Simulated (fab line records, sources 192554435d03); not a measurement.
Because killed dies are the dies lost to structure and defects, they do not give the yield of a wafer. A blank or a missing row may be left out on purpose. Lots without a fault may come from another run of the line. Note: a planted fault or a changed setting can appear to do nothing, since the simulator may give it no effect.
Comparing a struck lot with a sound one ; flow n5-finfet ; 23 steps out of a route of 1938
Sound: wafers L827.1, L827.2, L827.3. Wafers L833.2, L833.3, L833.6 were the ones struck. At the end, the cause is stated.
Per side, at each step with rows, come the tool, then ch with its chambers, and then its first start. Under that, the readings that differ: sound wafers ; struck wafers ; difference of the means ; sigmas: that difference in standard deviations of wafers without a fault.
alike: readings whose means differ by less than 2 such deviations, and words and numbers that are the same on both sides. not compared: withheld readings, readings that some wafer has no value for, bounds like >300 that may hide the same value, and numbers for which the record gives no deviation and whose values overlap.
A row with sigmas, a row that says differs or no value, or rows on one side alone: a step with any of these is where the two part. Numbers that have no deviation but don't overlap get no sigmas and don't part them. A reading that every wafer of one side lacks parts them only if that side has two wafers or more.

first, 9 steps without rows for these wafers: N5_BEOL_M8_ILD_DEP_00 (deposits SiCOH lowk from DEMS/porogen, target thk 179.75 nm, time 33.4 s); N5_BEOL_M8_CURE_74 (cures SiCOH lowk, time 240 s); N5_BEOL_M8_PECVD_70 (deposits SiO2 from TEOS/O2, target thk 20 nm, time 22.7 s); N5_BEOL_M8_HM_DEP_02 (deposits TiN, target thk 20 nm); N5_BEOL_M8_COAT_59 (time 60 s, resist thk 100 nm); N5_BEOL_M8_COAT_60 (time 60 s, resist thk 35 nm); N5_BEOL_M8_COAT_05 (resist thk 90 nm); N5_BEOL_M8_EBR_07; N5_BEOL_M8_SOFTBAKE_06 (time 60 s).
N5_BEOL_M8_EXPOSE_08: exposes mask M8.
  sound on arfi-scanner-02 ch 0, day 13 06:05; struck on arfi-scanner-02 ch 0, day 15 00:42
reading;sound;struck;difference;sigmas
exposure-dose-mJ-cm2;68.21 68.21 68.23;70.27 70.16 70.22;+2.00;+29
  alike: mask, stage-vel-mm-s
then, 2 steps without rows for these wafers: N5_BEOL_M8_PEB_09 (peb time 60 s); N5_BEOL_M8_DEVELOP_10 (develop time 30 s).
N5_BEOL_M8_CD_MEAS_11: target cd 38.5 nm.
  sound on cd-sem-02 ch 0, day 13 06:13; struck on cd-sem-02 ch 0, day 15 00:49
reading;sound;struck;difference;sigmas
cd-nm (nm);39.5 38.8 38.6;40.3 40.2 40.4;+1.3;+3
then, 1 step without rows for these wafers: N5_BEOL_M8_DESCUM_16 (chemistry O2, time 7.9 s).
N5_BEOL_M8_ETCH_61: etches SiARC in CF4, target depth 45.5 nm, time 75.8 s.
  sound on rie-diel-02 ch 0,2,3, day 13 06:20; struck on rie-diel-04 ch 1,2,3, day 15 00:56
reading;sound;struck;difference;sigmas
model.BEOL_M8.cd-offset-nm (nm);1 0.4 0;1.6 2 2;+1.4;
  alike: chamber-pressure-mTorr, drypump-motor-current-A, etch-rf-on-time-s, oes-product-au, rf-fwd-power-W, rf-vpp-V, showerhead-plenum-p-Torr, throttle-valve-pct
  not compared: rf-hours-counter-h
then, 3 steps without rows for these wafers: N5_BEOL_M8_ETCH_62 (etches SOC in N2/H2, target depth 110 nm, overetch 22 nm, time 165 s); N5_BEOL_M8_STRIP_68 (strips in N2/H2); N5_BEOL_M8_STRIP_67 (strips in CF4).
N5_BEOL_M8_HM_OPEN_17: chemistry Cl2/BCl3, target TiN, target depth 20 nm, overetch 6 nm.
  sound on rie-metal-02 ch 0,1, day 13 06:34; struck on rie-metal-03 ch 0,1, day 15 01:11
reading;sound;struck;difference;sigmas
model.BEOL_M8.cd-offset-nm (nm);1 0.2 -0.2;1.6 2.2 1.8;+1.5;
  alike: chamber-pressure-mTorr, drypump-motor-current-A, mfc-cl2-sccm, oes-product-au, rf-fwd-power-W, throttle-valve-pct
  not compared: rf-hours-counter-h
then, 1 step without rows for these wafers: N5_BEOL_M8_STRIP_19 (strips in O2).
N5_BEOL_M8_CD_MEAS_18: pitch 80 nm, target cd 40 nm.
  sound: cd-sem-02 at day 13 06:45; struck: cd-sem-03 at day 15 01:24
reading;sound;struck;difference;sigmas
cd-nm (nm);40.8 39.9 40.0;41.4 42.4 41.8;+1.6;+3
then, 1 step without rows for these wafers: N5_BEOL_M8_COAT_63 (time 60 s, resist thk 60 nm).
-- here the record skips 3 days between the struck wafers' starts before and after, leaving off in module BEOL_M8 and picking up in module PASSIVATION (first step shown: number 1936 of the route) --
N5_PASSIVATION_PROBE_49:
  sound: prober-02 at day 16 02:45; struck: prober-01 at day 17 19:47
  alike: defect-limited-yield, killed_at_M0_to_M3, killed_at_M4_up, killed-at-contacts, killed-at-front-end, killed-at-other, killed-dies, killed-on-rim, killed-open, killed-short, sort_bin_5_function, sort_bin_6_memory, sort_bin_8_speed, sort-n-pass, sort-yield-pct

== WHERE THEY PART ==
First at N5_BEOL_M8_EXPOSE_08; last, within this record, at N5_BEOL_M8_CD_MEAS_18. Later steps at which nothing parts them and some readings are alike: N5_PASSIVATION_PROBE_49.

WHY: the cause the simulator had injected
Process parameter drift: arfi-scanner-02, from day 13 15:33 on, at N5_BEOL_M8_EXPOSE_08. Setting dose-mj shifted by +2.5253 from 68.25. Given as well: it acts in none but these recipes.
